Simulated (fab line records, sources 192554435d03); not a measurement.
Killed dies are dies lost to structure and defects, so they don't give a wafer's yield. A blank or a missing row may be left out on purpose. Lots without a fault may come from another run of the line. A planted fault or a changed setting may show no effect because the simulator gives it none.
A struck lot beside a sound one | flow n5_finfet | 14 steps out of a route of 1938
Sound: wafers L401.2, L401.4, L401.5. Struck: wafers L409.2, L409.5, L409.6. The cause comes at the end.
At each step with rows: each side's tool, then ch and its chambers, then its first start. Under that, the readings that differ: sound wafers | struck wafers | difference of the means | sigmas: that difference in standard deviations of wafers without a fault.
alike: readings whose means differ by less than 2 such deviations, and words and numbers that are the same on both sides. not compared: withheld readings, readings that some wafer has no value for, bounds like >300 that may hide the same value, and numbers for which the record gives no deviation and whose values overlap.
The two part at a step that has a row with sigmas, a row that says differs or no value, or rows on one side only. Numbers that don't overlap but have no deviation are shown without sigmas and don't part them. A reading that every wafer of one side lacks parts them only if that side has two wafers or more.

first, 8 steps without rows for these wafers: N5_MIM_TOP_LITHO_HMDS_01 (time 60 s); N5_MIM_TOP_LITHO_COAT_02; N5_MIM_TOP_LITHO_EBR_04; N5_MIM_TOP_LITHO_SOFTBAKE_03 (time 90 s); N5_MIM_TOP_LITHO_EXPOSE_05 (exposes mask MIM TOP, target cd 2000 nm); N5_MIM_TOP_LITHO_PEB_06; N5_MIM_TOP_LITHO_DEVELOP_07 (develop time 60 s); N5_MIM_TOP_LITHO_HARDBAKE_09 (time 120 s).
N5_MIM_TOP_LITHO_CD_MEAS_08: target cd 2000 nm.
  sound on cd_sem-01 ch 0, day 13 22:43; struck on cd_sem-01 ch 0, day 15 15:21
  alike: cd_nm
N5_MIM_TOP_LITHO_OVL_MEAS_11:
  sound on overlay-02 ch 0, day 13 22:44; struck on overlay-02 ch 0, day 15 15:23
  alike: MIM_TOP_OVL
N5_MIM_TOP_LITHO_INSPECT_12: inspects for defects (macro).
  sound on defect_inspect-01, day 13 22:46; struck on defect_inspect-02, day 15 15:24
  alike: raw_defect_count
N5_MIM_TOP_LITHO_DESCUM_10: chemistry O2, time 7.9 s.
  sound on rie_diel-01 ch 0,1,2, day 13 22:54; struck on rie_diel-01 ch 0,1,3, day 15 15:26
  alike: drypump_motor_current_A, oes_product_au, rf_vpp_V, showerhead_plenum_p_Torr, throttle_valve_pct
  not compared: rf_hours_counter_h
N5_MIM_TOP_ETCH_ETCH_00: etches TiN in Cl2/BCl3, target depth 38.5 nm.
  sound on rie_metal-03 ch 0, day 13 22:59; struck on rie_metal-02 ch 0,1, day 15 15:31
  reading                                  | sound             | struck            | difference | sigmas
  bias_w (W)                               | 125.5 126.2 126.0 | 115.0 114.9 114.3 | -11.2      | -30
  model.MIM_TOP_ETCH.feature_depth_nm (nm) | 38.4 38.8 38.6    | 37.6 37.6 37.8    | -0.9       |
  model.etch.depth_nm (nm)                 | 38.31 38.75 38.55 | 37.69 37.65 37.83 | -0.81      |
  alike: drypump_motor_current_A, oes_product_au, throttle_valve_pct
  not compared: rf_hours_counter_h
N5_MIM_TOP_ETCH_STRIP_01: strips in O2.
  sound on rie_diel-02 ch 0,2, day 13 23:08; struck on rie_diel-04 ch 0,2, day 15 15:48
  alike: drypump_motor_current_A, oes_product_au, rf_vpp_V, showerhead_plenum_p_Torr, throttle_valve_pct
  not compared: rf_hours_counter_h

WHERE THEY PART
Only at N5_MIM_TOP_ETCH_ETCH_00, within this record. Later steps at which nothing parts them and some readings are alike: N5_MIM_TOP_ETCH_STRIP_01.

WHY: what the simulator had put in
Process parameter drift: rie_metal-02, from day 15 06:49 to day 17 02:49, at N5_MIM_TOP_ETCH_ETCH_00. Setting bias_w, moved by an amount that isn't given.
